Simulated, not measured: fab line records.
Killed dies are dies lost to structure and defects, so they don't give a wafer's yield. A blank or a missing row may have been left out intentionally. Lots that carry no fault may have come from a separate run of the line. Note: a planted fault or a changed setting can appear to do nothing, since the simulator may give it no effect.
Struck lot and sound lot, side by side ; flow nand_harc ; 15 steps out of a route of 1159
Sound: wafers L593.1, L593.2, L593.5. Struck: wafers L596.2, L596.3, L596.4. The cause comes at the end.
Order at every step that has rows: each side's tool, ch and its chambers, its first start. Under that, the readings that differ: sound wafers ; struck wafers ; difference of the means ; sigmas: that difference in standard deviations of wafers without a fault.
alike: a reading whose means differ by less than 2 such deviations, as well as words and numbers matching on both sides. not compared: withheld readings; readings where some wafer has no value; bounds like >300 that might hide an equal value; numbers whose values overlap and for which the record gives no deviation.
A row with sigmas, a row that says differs or no value, or rows on one side alone: a step with any of these is where the two part. Non-overlapping numbers with no deviation appear without sigmas and do not part them. A reading that every wafer of one side lacks parts them only if that side has two wafers or more.

first, 5 steps without rows for these wafers: NHARC_A_CONTACT_SOFTBAKE_03 (time 55 s); NHARC_A_CONTACT_EBR_04; NHARC_A_CONTACT_EXPOSE_05 (exposes mask A CC); NHARC_A_CONTACT_PEB_06 (peb time 65 s); NHARC_A_CONTACT_DEVELOP_07 (develop time 35 s).
NHARC_A_CONTACT_CD_MEAS_08: the cd target is 100 nm.
  sound on cd_sem-02 ch 0, day 21 08:19; struck on cd_sem-01 ch 0, day 22 18:26
  alike: cd_nm
NHARC_A_CONTACT_OVL_MEAS_09:
  sound on overlay-01 at day 21 08:24; struck on overlay-01 at day 22 18:31
  alike: overlay_x_nm, overlay_y_nm
NHARC_A_CONTACT_INSPECT_10:
  sound on defect_inspect-02 at day 21 08:26; struck on defect_inspect-01 at day 22 18:34
  alike: raw_defect_count
NHARC_A_CONTACT_DESCUM_13: chemistry O2, time 3 s.
  sound on rie_diel-12 ch 1,3, day 21 08:31; struck on rie_diel-12 ch 0,1,2, day 22 18:37
  alike: drypump_motor_current_A, oes_product_au, rf_vpp_V, showerhead_plenum_p_Torr, throttle_valve_pct
  not compared: rf_hours_counter_h
NHARC_A_CONTACT_ETCH_88: etches the open film in CF4, target depth 39 nm, time 65 s.
  sound on rie_diel-12 ch 2,3, day 21 08:35; struck on rie_diel-12 ch 0,2,3, day 22 20:11
  alike: drypump_motor_current_A, oes_product_au, rf_fwd_power_W, rf_vpp_V, run_length_s, showerhead_plenum_p_Torr, throttle_valve_pct
  not compared: rf_hours_counter_h
NHARC_A_CONTACT_ETCH_89: etches the open film in N2/H2, target depth 260 nm, time 475.3 s.
  sound on rie_diel-12 ch 1,2; struck on rie_diel-12 ch 0,1,3
  alike: drypump_motor_current_A, n2_flow_sccm, oes_product_au, rf_fwd_power_W, rf_vpp_V, run_length_s, showerhead_plenum_p_Torr, throttle_valve_pct
  not compared: rf_hours_counter_h
NHARC_A_CONTACT_ETCH_30: etches the open film in CF4/CHF3, target depth 60.5 nm, time 30.2 s.
  sound on rie_diel-12 ch 2,3; struck on rie_diel-12 ch 0,1,3
  alike: chf3_flow_sccm, drypump_motor_current_A, oes_product_au, rf_fwd_power_W, rf_vpp_V, run_length_s, showerhead_plenum_p_Torr, throttle_valve_pct
  not compared: rf_hours_counter_h
NHARC_A_CONTACT_ETCH_31: etches the open film in O2/COS, target depth 2000 nm, time 520 s.
  sound on rie_diel-12 ch 0,1,2, day 21 09:09; struck on rie_diel-12 ch 0,2,3, day 22 20:53
reading;sound;struck;difference;sigmas
rf_fwd_power_W (W);496.4 499.6 498.7;- - -;no value on the struck wafers;
run_length_s (s);541.5 541.9 541.8;418.9 418.5 419.2;-122.9;-99 or more
  alike: drypump_motor_current_A, oes_product_au, rf_vpp_V, showerhead_plenum_p_Torr, throttle_valve_pct
  not compared: rf_hours_counter_h
NHARC_A_CONTACT_ETCH_134: etches the open film in C4F8/O2/Ar, time 140 s, target depth 700 nm.
  sound on har_cap_etch-03 ch 0,1, day 21 09:33; struck on har_cap_etch-03 ch 0,1, day 22 21:17
  alike: run_length_s
  not compared: rf_hours_counter_h
-- jump in the record: it breaks off in module A_CONTACT and resumes in module END (first step shown: number 1159 of the route), and 2 days separate the struck wafers' starts before and after --
NHARC_END_SORT_01:
  at this point the record logs the struck wafers (prober-01 ch 0, day 25 04:21) and has no rows for the sound ones

== WHERE THEY PART ==
Last at NHARC_END_SORT_01 as far as this record goes, first at NHARC_A_CONTACT_ETCH_31.

WHY: the cause the simulator had injected
Process parameter drift: rie_diel-12, from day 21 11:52 on, at NHARC_A_CONTACT_ETCH_31. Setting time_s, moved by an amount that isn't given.
